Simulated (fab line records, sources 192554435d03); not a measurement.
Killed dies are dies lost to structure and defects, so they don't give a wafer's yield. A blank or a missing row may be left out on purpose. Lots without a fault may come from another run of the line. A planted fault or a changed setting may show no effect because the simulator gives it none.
Split-lot experiment | flow n5_finfet | 7 lots, 21 wafers read, on a route of 1938 steps

THE SPLIT
At N5_PMOS_HMC_CHANNEL_EPI_ETCH_32 (etches BARC in N2/H2, stops on SiO2, target depth 85.8 nm, time 50.3 s), the setting bias_w was moved away from the recipe's 150 W on 8 of the 21 wafers read, by -15.3% to +15.9%. The other wafers ran this setting at the recipe's value.

The reading is taken at the split's own step.

THE READING
rf_vpp_V, in V, at N5_PMOS_HMC_CHANNEL_EPI_ETCH_32 (etches BARC in N2/H2, stops on SiO2, target depth 85.8 nm, time 50.3 s). Fault-free wafers of this fab line usually give 524.0 V, standard deviation 2.9 V.

wafer  | tool, chamber at the split | bias_w as run, W | against the recipe | rf_vpp_V, V | against lot-mates on the recipe
L077.1 | rie_diel-01, 1             | 136.7            | -8.9%              | 498.6       | -25.5
L077.4 | rie_diel-01, 3             | 150              | recipe             | 523.4       | -
L077.6 | rie_diel-01, 2             | 150              | recipe             | 524.9       | -
L079.2 | rie_diel-05, 3             | 132.3            | -11.8%             | 479.3       | -39.4
L079.4 | rie_diel-05, 0             | 132.3            | -11.8%             | 479.4       | -39.3
L079.5 | rie_diel-05, 3             | 150              | recipe             | 518.7       | -
L088.1 | rie_diel-06, 1             | 150              | recipe             | 523.4       | -
L088.5 | rie_diel-06, 2             | 127              | -15.3%             | 470.2       | -53.2
L088.6 | rie_diel-06, 1             | 127              | -15.3%             | 470.9       | -52.5
L089.1 | rie_diel-06, 2             | 140.8            | -6.1%              | 502.1       | -25.7
L089.2 | rie_diel-06, 0             | 140.8            | -6.1%              | 508.0       | -19.8
L089.6 | rie_diel-06, 0             | 150              | recipe             | 527.8       | -
L092.1 | rie_diel-01, 0             | 150              | recipe             | 528.1       | -
L092.2 | rie_diel-01, 2             | 150              | recipe             | 524.7       | -
L092.4 | rie_diel-01, 3             | 150              | recipe             | 522.6       | -
L094.1 | rie_diel-05, 0             | 150              | recipe             | 521.8       | -
L094.3 | rie_diel-05, 3             | 150              | recipe             | 528.4       | -
L094.4 | rie_diel-05, 2             | 150              | recipe             | 526.3       | -
L095.2 | rie_diel-06, 3             | 150              | recipe             | 524.4       | -
L095.5 | rie_diel-06, 0             | 173.8            | +15.9%             | 580.0       | +56.0
L095.6 | rie_diel-06, 1             | 150              | recipe             | 523.7       | -

THE FIT
A straight line over all 21 wafers: rf_vpp_V changes by +3.53 V for each +1% of bias_w; r = +0.99; the points scatter about the line by 3 V.
The same after taking each lot's own level away (the mean of its wafers on the recipe; 21 wafers): +3.43 V for each +1%; r = +1.00; scatter 2.2 V.
On that fit, the largest move of bias_w shifts the reading by 54 V.
The lots' own levels span 518.70 to 527.80 V, that is 3.1 times the standard deviation above.
So the lot-to-lot level changes the slope little: the two slopes agree.
Check: with one of the wafers moved furthest among these (+15.9%) left out of the fit, the line predicts +53.7 V for it against its lot-mates. It came out at +56 V against them.
Tool readings at the split's step, against how far the setting was moved: rf_vpp_V r = +0.99.

OTHER SPLITS ON THESE WAFERS
These wafers also went through other splits before the reading. Each is held against what the fit with the lots' levels taken away leaves over:
other split on the same wafers            | wafers away from the commonest value | r with rf_vpp_V (lot level and that fit taken away)
N5_WELL_APT_EXPOSE_05 dose_mj             | 8                                    | -0.28
N5_WELL_APT_PEB_06 peb_time_s             | 1                                    | +0.06
N5_PMOS_HMC_CHANNEL_EPI_PEB_07 peb_temp_c | 6                                    | -0.06

THE FILE'S OWN FIT
rf_vpp_V changes by +3.41 V for each +1% of bias_w, r = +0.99.
